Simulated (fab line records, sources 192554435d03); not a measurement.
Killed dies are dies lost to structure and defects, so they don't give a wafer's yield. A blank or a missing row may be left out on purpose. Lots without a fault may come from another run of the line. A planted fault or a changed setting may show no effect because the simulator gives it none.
Chamber matching | flow n5_finfet | N5_BEOL_M0_SAQP_MANDREL_ETCH_103 on rie_si-06: 4 sister chambers
The step etches a-Si in HBr/Cl2, stops on SiCN, target depth 45 nm, bt time 10 s, time 27 s. 18 wafers are shown with their chamber, then 9 later ones without.

WAFERS WITH THEIR CHAMBER
wafer  | chamber | drypump_motor_current_A (A) | throttle_valve_pct (%) | oes_product_au (a.u.)
L077.3 | 0       | 5.8                         | 35.68                  | 0.665
L077.4 | 3       | 5.2                         | 35.58                  | 0.691
L077.6 | 3       | 5.2                         | 35.59                  | 0.688
L079.1 | 1       | 6.4                         | 35.48                  | 0.696
L079.2 | 0       | 5.9                         | 35.70                  | 0.655
L079.4 | 0       | 5.8                         | 35.68                  | 0.668
L081.2 | 3       | 5.2                         | 35.58                  | 0.690
L081.4 | 0       | 5.9                         | 35.67                  | 0.668
L081.6 | 3       | 5.2                         | 35.59                  | 0.690
L083.1 | 1       | 6.4                         | 35.49                  | 0.693
L083.4 | 3       | 5.2                         | 35.58                  | 0.689
L083.5 | 3       | 5.2                         | 35.60                  | 0.684
L084.3 | 1       | 6.3                         | 35.51                  | 0.689
L084.5 | 0       | 5.9                         | 35.67                  | 0.682
L084.6 | 3       | 5.2                         | 35.58                  | 0.689
L086.1 | 1       | 6.3                         | 35.51                  | 0.694
L086.3 | 0       | 5.9                         | 35.69                  | 0.661
L086.5 | 2       | 5.7                         | 35.64                  | 0.693

SIGNATURES (means of the wafers above)
reading                 | chamber 0 | chamber 1 | chamber 2 | chamber 3 | scatter within a chamber
drypump_motor_current_A | 5.867     | 6.350     | 5.700     | 5.200     | 0.0408
throttle_valve_pct      | 35.6817   | 35.4975   | 35.6400   | 35.5857   | 0.0111
oes_product_au          | 0.66650   | 0.69300   | 0.69300   | 0.68871   | 0.00578
Rule: a wafer's distance from a chamber is the root of the sum, over the readings, of the square of ((its reading less the chamber's mean) divided by the reading's scatter). The wafer belongs to the nearest chamber; if the next one is less than 2 further off, it can't be placed. The scatter: the root of (the sum of the squares of (reading less its chamber's mean) over the shown wafers, divided by (wafers less chambers)).

WAFERS WITHOUT THEIR CHAMBER
wafer  | drypump_motor_current_A (A) | throttle_valve_pct (%) | oes_product_au (a.u.)
L091.1 | 5.2                         | 35.58                  | 0.685
L091.2 | 6.4                         | 35.49                  | 0.697
L091.3 | 5.8                         | 35.63                  | 0.702
L096.2 | 6.4                         | 35.49                  | 0.704
L096.4 | 5.8                         | 35.67                  | 0.675
L096.6 | 5.2                         | 35.57                  | 0.696
L097.1 | 5.7                         | 35.64                  | 0.694
L097.5 | 5.7                         | 35.64                  | 0.693
L097.6 | 6.3                         | 35.51                  | 0.703

WHICH CHAMBER EACH WENT THROUGH
wafer  | from the rows above | in truth
L091.1 | 3                   | 3
L091.2 | 1                   | 1
L091.3 | 2                   | 2
L096.2 | 1                   | 1
L096.4 | 0                   | 0
L096.6 | 3                   | 3
L097.1 | 2                   | 2
L097.5 | 2                   | 2
L097.6 | 1                   | 1
Placed correctly: 9 of 9. Can't be placed from these rows: 0. Placed wrongly: 0.
